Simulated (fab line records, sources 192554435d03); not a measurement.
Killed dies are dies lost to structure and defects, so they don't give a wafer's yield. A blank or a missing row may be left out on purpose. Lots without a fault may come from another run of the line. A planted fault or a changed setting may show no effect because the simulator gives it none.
fab line records | flow n5_finfet
record lots=4 wafers=12 last_day=17
route steps=1938 shown FIN_CUT@181 STI_FIN_REVEAL@183 DUMMY_GATE@212 BEOL_M4@1111 PASSIVATION@1936
lots that met no fault: from a run of the same line without faults
start_h: hours from the record's first day to the start of the lot's first wafer shown | wait_h: hours since the lot's step before | " the same as in the row above | L1.1+2: a row that stands for several wafers | - no value, or no start given | * or withheld: withheld | < > ~ a bound
route shown NAME@n: a module of which the file shows steps, and the number in the route of the first | usual: mean/standard deviation of fault-free wafers | same: alike in all rows | chamber/n: place in a boat | sites: the reading at each site | _std_site: their standard deviation | _edge_site: outer sites' mean less inner sites' | radius_mm: how far each site lies from the wafer's centre | mask NAME#n: copy n | behind: the tool/chamber that last shaped the wafer | hold: why the lot was held/for how many hours/how that ended | device: the transistor (n, p or np) that didn't switch | end of line: the same wafers' tests at the end of the route | a step without rows: its recipe alone | killed: dies lost to structure and defects at the first sort, not the wafer's yield | map: a wafer's dies, x killed, . not, _ none there
set.NAME: the setting as run; set.NAME@STEP: as run at that earlier step | model.NAME: the simulator's own value behind a step, which no gauge read
lots at some steps of the route; a table a step, a row a wafer
## steps
# step N5_FIN_CUT_UV_OZONE_34
# recipe time_s=120 pressure_torr=760 temp_c=25
# step N5_STI_FIN_REVEAL_ALD_00
# recipe material=SiO2 target_thk_a=10 temp_c=300 ald_precursor_family=BDEAS ald_co_reactant=O2-plasma pulse_time_s=1 pressure_torr=2
# step N5_STI_FIN_REVEAL_ALD_14
# recipe material=Si3N4 target_thk_a=30 temp_c=400 ald_precursor_family=SiH2I2 ald_co_reactant=N2/H2-plasma pressure_torr=2
# step N5_STI_FIN_REVEAL_FCVD_FILL_01
# recipe material=SiO2_flowable target_thk_a=3120 temp_c=100 pressure_torr=0.8 rf_w=2000 time_s=512.2
# step N5_STI_FIN_REVEAL_DENSIFY_02
# recipe temp_c=650 ambient=steam time_s=1800 idle_temp_c=400 densification_p_h2o_torr=640
# step N5_STI_FIN_REVEAL_CMP_04
# recipe stop_on=Si3N4 t_overpolish_s=4 down_force_psi=2 platen_rpm=54.18 post_cmp_clean=alkaline_brush pad_velocity_m_s=1.078 target_thk_nm=131.83
# step N5_STI_FIN_REVEAL_DENSIFY_30
# recipe temp_c=* time_s=* ambient=N2 idle_temp_c=600 ramp_up_c_per_s=150 ramp_down_c_per_s=60 cool_to_c=600
# step N5_STI_FIN_REVEAL_ETCHBACK_08
# recipe chemistry=C4F6/O2 target=SiO2 target_depth_a=305 time_s=10.167 ion_energy_ev=250 pressure_mtorr=30 source_w=345 bias_w=185 Ar_flow_sccm=300 C4F6_flow_sccm=10 O2_flow_sccm=10
# step N5_STI_FIN_REVEAL_STRIP_24
# recipe chemistry=N2/H2 time_s=90 power_w=100 temp_c=40 pressure_mtorr=100 rf_frequency_hz=6e+07 bias_power_w=3 n2_flow_sccm=300 h2_flow_sccm=300
# step N5_STI_FIN_REVEAL_PRECLEAN_25
# recipe chemistry=SPM time_s=90 temp_c=120 mix=4:1
# step N5_STI_FIN_REVEAL_PRECLEAN_26
# recipe chemistry=SC1 time_s=45 temp_c=46 mix=1:2:100
# usual h2o2_flow_mL_min=29.14/0.084
# columns lot.wafer tool chamber start_h wait_h h2o2_flow_mL_min
L845.2 wet_bench-02 5 81.51 0.0 29.18
L845.3 " 7 " " 29.09
L845.6 " 0 " " 29.24
L848.2 wet_bench-01 4 106.45 0.0 29.06
L848.3 " 6 " " 29.04
L848.6 " 1 " " 29.02
L850.2 wet_bench-02 4 117.75 0.0 29.16
L850.4 " 5 " " 29.16
L850.6 " 3 " " 29.25
L855.1 wet_bench-02 2 142.49 0.0 29.19
L855.2 " 3 " " 29.11
L855.3 " 1 " " 29.30
# step N5_STI_FIN_REVEAL_PRECLEAN_29
# recipe chemistry=DHF time_s=30 temp_c=25 dilution=300:1
# step N5_STI_FIN_REVEAL_SRD_12
# recipe time_s=30 temp_c=23 rinse_liquid=diw dry=ipa_marangoni
# step N5_STI_FIN_REVEAL_RECESS_09
# recipe chemistry=HF/NH3 target=SiO2 afs_cycles=11 target_depth_a=425 temp_c=30 sublimation_temp_c=180 sublimation_time_s=60
# step N5_STI_FIN_REVEAL_STRIP_16
# recipe chemistry=H3PO4 material=SiNx temp_c=165 target_depth_a=238 overetch_fraction=0.4964 dry=ipa_marangoni
# step N5_STI_FIN_REVEAL_PRECLEAN_17
# recipe chemistry=NF3:NH3 afs_cycles=1 temp_c=30 time_s=20 sublimation_temp_c=180 sublimation_time_s=60 pressure_torr=3 rf_power_w=30
# step N5_STI_FIN_REVEAL_ETCH_34
# recipe chemistry=H2 mode=isotropic material=Si target=Si target_depth_a=9.7 temp_c=20 pressure_mtorr=4.5 icp_w=300 bias_w=0 h2_flow_sccm=7.5 he_flow_sccm=142.5
# step N5_STI_FIN_REVEAL_OXIDATION_31
# recipe chemistry=O2_PLASMA_REMOTE temp_c=150 time_s=20 pressure_mtorr=1000 source_power_w=2000 o2_flow_sccm=3000
# step N5_STI_FIN_REVEAL_PRECLEAN_32
# recipe chemistry=NF3:NH3 afs_cycles=1 temp_c=30 time_s=20 sublimation_temp_c=180 sublimation_time_s=60 pressure_torr=3 rf_power_w=30
# step N5_STI_FIN_REVEAL_STRIP_35
# recipe chemistry=H3PO4 material=Si3N4 temp_c=165 target_depth_a=40 time_s=39
# step N5_STI_FIN_REVEAL_SRD_21
# recipe dry=ipa_marangoni time_s=30 temp_c=23 rinse_liquid=diw
# step N5_STI_FIN_REVEAL_OXIDATION_33
# recipe chemistry=O2_PLASMA_REMOTE temp_c=150 time_s=20 pressure_mtorr=1000 source_power_w=2000 o2_flow_sccm=3000
# step N5_STI_FIN_REVEAL_CLEAN_19
# recipe chemistry=O3/DIW temp_c=25 time_s=120 o3_ppm=10
# step N5_STI_FIN_REVEAL_SRD_23
# recipe dry=ipa_marangoni time_s=30 temp_c=23 rinse_liquid=diw
# step N5_STI_FIN_REVEAL_PRECLEAN_18
# recipe chemistry=SC2 time_s=45 temp_c=35 mix=1:1:50
# step N5_STI_FIN_REVEAL_SRD_28
# recipe dry=ipa_marangoni time_s=30 temp_c=23 rinse_liquid=diw
# step N5_STI_FIN_REVEAL_INSPECT_13
# recipe inspect_instrument=darkfield mode=post_clean
# usual raw_defect_count=12/5.4
# columns lot.wafer tool chamber start_h wait_h raw_defect_count
L845.2 defect_inspect-01 - 84.42 0.0 7
L845.3 " - " " 7
L845.6 " - " " 2
L848.2 defect_inspect-01 - 109.58 0.0 17
L848.3 " - " " 17
L848.6 " - " " 17
L850.2 defect_inspect-02 - 120.94 0.0 434
L850.4 " - " " 390
L850.6 " - " " 381
L855.1 defect_inspect-02 - 145.34 0.0 397
L855.2 " - " " 412
L855.3 " - " " 416
# step N5_DUMMY_GATE_PRECLEAN_00
# recipe chemistry=O3/DIW time_s=60 temp_c=22 o3_ppm=10
# step N5_BEOL_M4_RC_MEAS_101
# usual DIBL_N=37.0/1.7 DIBL_P=36.7/2 IOFF_N=0.17/0.035 IOFF_P=0.22/0.035 ION_N=672/12 ION_P=461/7.5 SS_N=71.6/0.67 SS_P=73.4/0.64 VT_N=250/3.5 VT_P=-250/3.5
# columns lot.wafer tool chamber start_h wait_h DIBL_N[mV/V] DIBL_P[mV/V] IOFF_N[nA/um] IOFF_P[nA/um] ION_N[uA/um] ION_P[uA/um] SS_N[mV/dec] SS_P[mV/dec] VT_N[mV] VT_P[mV]
L845.2 prober-02 0 216.16 0.2 38.0 38.1 0.19 0.24 674 454 72.5 73.4 247 -248
L845.3 " 0 " " 34.9 33.9 0.13 0.18 668 454 71.3 72.9 256 -254
L845.6 " 0 " " 36.8 36.7 0.16 0.21 677 461 71.5 73.6 248 -250
L848.2 prober-01 0 237.56 0.2 37.8 37.0 0.19 0.27 684 471 71.0 73.5 246 -244
L848.3 " 0 " " 39.2 37.5 0.21 0.27 680 464 71.5 73.8 245 -245
L848.6 " 0 " " 36.8 36.7 0.18 0.27 685 476 71.0 73.5 246 -244
L850.2 prober-01 0 253.25 0.2 34.9 33.9 0.12 0.17 665 459 71.4 73.0 254 -256
L850.4 " 0 " " 35.9 34.7 0.14 0.18 658 450 71.4 72.9 252 -253
L850.6 " 0 " " 34.6 33.4 0.12 0.16 652 447 70.9 73.1 254 -257
L855.1 prober-02 0 297.30 0.0 39.2 39.3 0.23 0.26 702 470 72.8 73.7 246 -248
L855.2 " 0 " " 40.7 41.4 0.27 0.30 693 471 72.5 75.2 241 -248
L855.3 " 0 " " 38.9 38.4 0.20 0.25 678 468 72.1 73.6 247 -249
# step N5_PASSIVATION_PROBE_49
# usual defect_limited_yield=91.1/1.3 killed_at_M0_to_M3=35/11 killed_at_M4_up=13/5.4 killed_at_contacts=14/6.5 killed_at_front_end=41/11 killed_at_other=4/3.1 killed_dies=106/15 killed_open=69/12 killed_short=35/7 sort_bin_5_function=5.2/0.86 sort_bin_6_memory=3.4/0.64 sort_n_pass=1074/15 sort_yield_pct=91.0/1.3
# same gross_dies=1180 killed_at_back_side=0 sort_bin_4_leakage[%]=0 sort_bin_8_speed[%]=0
# columns lot.wafer tool chamber start_h wait_h defect_limited_yield[%] killed_at_M0_to_M3 killed_at_M4_up killed_at_contacts killed_at_front_end killed_at_other killed_dies killed_open killed_short sort_bin_5_function[%] sort_bin_6_memory[%] sort_n_pass sort_yield_pct[%]
L850.2 prober-01 - 352.70 0.1 81.0 44 14 12 150 4 224 84 30 12.5 4.5 956 81.0
L850.4 prober-01 - 352.80 0.2 84.4 22 12 10 137 3 184 66 31 10.3 3.8 996 84.4
L850.6 prober-01 - 352.90 0.3 82.1 21 14 20 154 2 211 76 31 11.8 4.2 969 82.1
L855.1 prober-02 - 398.72 0.5 82.1 35 14 11 149 2 211 69 27 11.6 4.2 969 82.1
L855.2 prober-02 - 398.77 0.6 81.4 50 14 17 135 3 219 75 45 11.8 4.5 961 81.4
L855.3 prober-02 - 398.82 0.6 82.6 45 15 11 133 1 205 59 38 11.3 4.2 975 82.6
# killed by level:class
L850.2 STI_FIN_REVEAL:unspecified=105 BEOL_M2:geometric_particle:open=19 FIN_SAQP:geometric_particle:open=15 BEOL_M0_SAQP:geometric_particle:open=11 MOL_CONTACT_COAG:geometric_particle:open=10 STI_FIN_REVEAL:geometric_particle:open=8 BEOL_M0_SAQP:geometric_particle:short=7 FIN_SAQP:geometric_particle:short=6
L850.4 STI_FIN_REVEAL:unspecified=84 FIN_SAQP:geometric_particle:short=15 FIN_SAQP:geometric_particle:open=14 STI_FIN_REVEAL:geometric_particle:open=10 MOL_CONTACT_COAG:geometric_particle:open=10 BEOL_M0_SAQP:geometric_particle:open=7 BEOL_M2:geometric_particle:open=7 BEOL_M0_SAQP:geometric_particle:short=4
L850.6 STI_FIN_REVEAL:unspecified=101 STI_FIN_REVEAL:geometric_particle:open=19 MOL_CONTACT_COAG:geometric_particle:open=12 FIN_SAQP:geometric_particle:open=9 MOL_CONTACT_COAG:geometric_particle:short=8 FIN_SAQP:geometric_particle:short=7 BEOL_M2:geometric_particle:open=7 BEOL_M0:geometric_particle:open=5
L855.1 STI_FIN_REVEAL:unspecified=114 FIN_SAQP:geometric_particle:open=11 MOL_CONTACT_COAG:geometric_particle:open=10 BEOL_M0_SAQP:geometric_particle:open=8 FIN_SAQP:geometric_particle:short=6 BEOL_M0:geometric_particle:open=6 BEOL_M4:geometric_particle:open=6 BEOL_M2:geometric_particle:open=5
L855.2 STI_FIN_REVEAL:unspecified=97 BEOL_M0_SAQP:geometric_particle:short=19 MOL_CONTACT_COAG:geometric_particle:open=14 STI_FIN_REVEAL:geometric_particle:open=13 BEOL_M0_SAQP:geometric_particle:open=11 BEOL_M2:geometric_particle:open=10 BEOL_M4:geometric_particle:open=7 BEOL_M1:geometric_particle:open=4
L855.3 STI_FIN_REVEAL:unspecified=107 BEOL_M0_SAQP:geometric_particle:short=19 BEOL_M0_SAQP:geometric_particle:open=18 BEOL_M4:geometric_particle:open=9 MOL_CONTACT_COAG:geometric_particle:open=8 FIN_SAQP:geometric_particle:short=6 ILD0:geometric_particle:open=4 DUMMY_GATE:geometric_particle:open=3
# map L850.2 (x killed, . not)
_________________............________________
______________....x...x...x....._____________
___________.............xx.....x...__________
__________............x...x.xxx.x..._________
________...x.......x.........x....x.x._______
_______.............x..x....x..........______
______..........x...............x......._____
_____.....x............................x.____
____...................x........x.......x.___
___........x...........x....x..............__
___...x....................................__
__.................x.............x......x..._
__x..xx...................x..x......x......._
_................x............x...x.x.....x..
_...x.......x.......x............x...........
_...x.........x.......xxx.x.......x..........
_..x..x............x..x..xxx.................
_.x......x...x..xx.xxxxxx...x.xx.............
_................xxxxxxxxxx..xx...x.......x.x
_...............xxxxxxxxxx.x..x.x............
_..xx.......xxxxxxxxxxxxxxxxxx......x........
__............x.xxxxxxxxxxx....x....x......._
__x....x.....x.x..xxxxxxxxxx.......x...x...._
___.....x.....x..xxxxxxxxx...x..x....x..x..__
___....x..........xxxxxxxxxxx...x.......xx.__
____x.....x...x..x..xxx.x.....x...........___
_____......x........x.x.x................____
______..x............xx................._____
_______...x..............xx.......xx...______
________.x....x.x............x........_______
__________..........x.......xx.x.x.x_________
___________........x......x..x..x..__________
______________..x.....x........._____________
_________________....x.......________________
# map L855.2 (x killed, . not)
_________________....xx......________________
______________x................._____________
___________........x......x...x....__________
__________x................x........_________
________x............xx..............._______
_______x..............x............xx..______
______..........xx...........x...xx....x_____
_____......x..............x...x........x.____
____..x....x...........x..................___
___.................x......................__
___.xxxx................x..x....x......x...__
__..........xx......x.......x.............x._
__....x............x....................xx.._
_..x....x............x........x.....x.....x..
_....................................x......x
_..x.............x............x.....x........
_..........x..x.........x.................x..
_.........x.......x.......x..................
_..x.................x...............x.......
_...xx..............x..x......x...xxx.....x.x
_......x..x.......x......x.....xx.x.x.xx.....
__....x......x..x.......x..x..x..xxxxxxxx..._
__x................x....xx...x.xx.xxxxxxxx.._
___..x.............x..x....x..xxxxxxxxxxxx.__
___x.....xx................x..xxxxxxxxxxxxx__
____..x.........x............x.xxxxxxxxxxx___
_____.....x..x...xx...........xxxxxxxxxxx____
______.........x..x.........xx.x.xxxxxxx_____
_______......x.x.............xx.xxxxxx.______
________.........xx..............x.xxx_______
__________..x..x...............x.xxx_________
___________....x..x...x..x.........__________
______________.................._____________
_________________x..........x________________
## key
first_sign step=N5_STI_FIN_REVEAL_INSPECT_13 reading=raw_defect_count direction=up sigmas=73 usual=12 struck=405
effect step=N5_PASSIVATION_PROBE_49 reading=killed_at_front_end direction=up sigmas=9.2 usual=41 struck=143
more_kills_born_at N5_STI_FIN_REVEAL_PRECLEAN_26@wet_bench-02=608
met_at N5_STI_FIN_REVEAL_PRECLEAN_26
struck_wafers L850.2,L850.4,L850.6,L855.1,L855.2,L855.3
onset_between 81.51 117.75
also_fits time
fault kind=chamber_particle_source tool=wet_bench-02 chamber=- onset_h=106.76 steps=N5_STI_FIN_REVEAL_PRECLEAN_26 rate_per_visit_cm2=0.59904 end_h=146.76
